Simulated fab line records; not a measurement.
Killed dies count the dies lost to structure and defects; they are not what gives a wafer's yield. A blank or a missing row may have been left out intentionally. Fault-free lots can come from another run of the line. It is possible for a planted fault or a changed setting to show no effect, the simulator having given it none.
Struck lot and sound lot, side by side | flow nand_harc | 34 out of 1302 route steps
Sound: these wafers, L141.1, L141.5, L141.6. Wafers struck: L144.2, L144.4, L144.5. At the end, the cause is stated.
Per side, at each step with rows, come the tool, then ch with its chambers, and then its first start. Under that, the readings that differ: sound wafers | struck wafers | difference of the means | sigmas: that difference in standard deviations of wafers without a fault.
alike: readings whose means differ by less than 2 such deviations, and words and numbers that are the same on both sides. not compared: withheld readings, readings that some wafer has no value for, bounds like >300 that may hide the same value, and numbers for which the record gives no deviation and whose values overlap.
The two part at a step that has a row with sigmas, a row that says differs or no value, or rows on one side only. Non-overlapping numbers with no deviation appear without sigmas and do not part them. Lack of a reading on every wafer of one side parts them only where that side has two or more wafers.

NHARC_P_START_INSPECT_01:
  sound on defect_inspect-01, day 5 04:02; struck on defect_inspect-01, day 6 10:02
  alike: raw_defect_count
then, 2 steps without rows for these wafers: NHARC_P_ZERO_WELL_PRECLEAN_00 (cleans in SPM, time 600 s); NHARC_P_ZERO_WELL_SRD_01.
NHARC_P_ZERO_WELL_PECVD_02: deposits SiO2, target thk 10 nm.
  sound on pecvd-02 ch 0,1,2, day 5 04:26; struck on pecvd-02 ch 0,2, day 6 10:32
  alike: chamber_pressure_Torr
then, 9 steps without rows for these wafers: NHARC_P_ZERO_WELL_DEHYDRATE_03 (time 120 s); NHARC_P_ZERO_WELL_HMDS_04 (time 30 s); NHARC_P_ZERO_WELL_COAT_64 (time 65 s); NHARC_P_ZERO_WELL_COAT_05 (resist thk 600 nm); NHARC_P_ZERO_WELL_SOFTBAKE_06 (time 70 s); NHARC_P_ZERO_WELL_EBR_07; NHARC_P_ZERO_WELL_EXPOSE_08 (exposes mask P ZERO, target cd 500 nm); NHARC_P_ZERO_WELL_PEB_09 (peb time 80 s); NHARC_P_ZERO_WELL_DEVELOP_10 (time 50 s).
NHARC_P_ZERO_WELL_CD_MEAS_11: target cd 500 nm.
  sound on cd_sem-02 ch 0, day 5 05:14; struck on cd_sem-01 ch 0, day 6 11:15
  alike: cd_nm
then, 1 step without rows for these wafers: NHARC_P_ZERO_WELL_HARDBAKE_12 (time 65 s).
NHARC_P_ZERO_WELL_DESCUM_13: chemistry O2, time 3 s.
  sound on rie_diel-11 ch 2,3, day 5 05:25; struck on rie_diel-04 ch 0,2,3, day 6 11:24
  alike: drypump_motor_current_A, oes_product_au, rf_vpp_V, showerhead_plenum_p_Torr, throttle_valve_pct
  not compared: rf_hours_counter_h
NHARC_P_ZERO_WELL_ETCH_65: etches the open film in N2/H2, target depth 80 nm, overetch 24 nm, time 87.88 s.
  sound on rie_diel-11 ch 0,2,3, day 5 05:40; struck on rie_diel-04 ch 0,3, day 6 11:29
  alike: drypump_motor_current_A, oes_product_au, rf_vpp_V, showerhead_plenum_p_Torr, throttle_valve_pct
  not compared: rf_hours_counter_h
NHARC_P_ZERO_WELL_ETCH_62: etches the open film in CHF3/Ar, target depth 13 nm, time 6.5 s.
  sound: rie_diel-11 ch 0,1,2; struck: rie_diel-04 ch 0,1,3
  alike: drypump_motor_current_A, oes_product_au, rf_vpp_V, showerhead_plenum_p_Torr, throttle_valve_pct
  not compared: rf_hours_counter_h
NHARC_P_ZERO_WELL_ETCH_63: etches the open film in HBr/Cl2, target depth 120 nm, time 40.1 s.
  sound on rie_si-05 ch 0,1, day 5 05:50; struck on rie_si-02 ch 0,1,3, day 6 11:40
  alike: drypump_motor_current_A, oes_product_au, throttle_valve_pct
  not compared: rf_hours_counter_h
then, 9 steps without rows for these wafers: NHARC_P_ZERO_WELL_STRIP_15 (strips in SPM, time 900 s); NHARC_P_ZERO_WELL_DEHYDRATE_16 (time 120 s); NHARC_P_ZERO_WELL_HMDS_17 (time 30 s); NHARC_P_ZERO_WELL_COAT_18; NHARC_P_ZERO_WELL_SOFTBAKE_19 (time 95 s); NHARC_P_ZERO_WELL_EBR_20; NHARC_P_ZERO_WELL_EXPOSE_21 (exposes mask P NWELL, target cd 720 nm); NHARC_P_ZERO_WELL_PEB_22 (peb time 85 s); NHARC_P_ZERO_WELL_DEVELOP_23 (time 70 s).
NHARC_P_ZERO_WELL_CD_MEAS_24: target cd 720 nm.
  sound on cd_sem-02 ch 0, day 5 06:37; struck on cd_sem-03 ch 0, day 6 12:35
  alike: cd_nm
then, 1 step without rows for these wafers: NHARC_P_ZERO_WELL_HARDBAKE_25 (time 80 s).
NHARC_P_ZERO_WELL_DESCUM_26: chemistry O2, time 3 s.
  sound on rie_diel-05 ch 0,2,3, day 5 06:49; struck on rie_diel-04 ch 0,3, day 6 12:52
  alike: drypump_motor_current_A, oes_product_au, rf_vpp_V, showerhead_plenum_p_Torr, throttle_valve_pct
  not compared: rf_hours_counter_h
then, 2 steps without rows for these wafers: NHARC_P_ZERO_WELL_IMPLANT_27; NHARC_P_ZERO_WELL_IMPLANT_57.
NHARC_P_ZERO_WELL_INSPECT_43:
  sound on defect_inspect-02, day 5 11:35; struck on defect_inspect-01, day 6 17:46
  reading          | sound  | struck      | difference | sigmas
  raw_defect_count | 8 18 3 | 294 328 320 | +304       | +55
  not compared: hold

WHERE THEY PART
Only at NHARC_P_ZERO_WELL_INSPECT_43, as far as this record shows.

WHY: what the simulator had put in
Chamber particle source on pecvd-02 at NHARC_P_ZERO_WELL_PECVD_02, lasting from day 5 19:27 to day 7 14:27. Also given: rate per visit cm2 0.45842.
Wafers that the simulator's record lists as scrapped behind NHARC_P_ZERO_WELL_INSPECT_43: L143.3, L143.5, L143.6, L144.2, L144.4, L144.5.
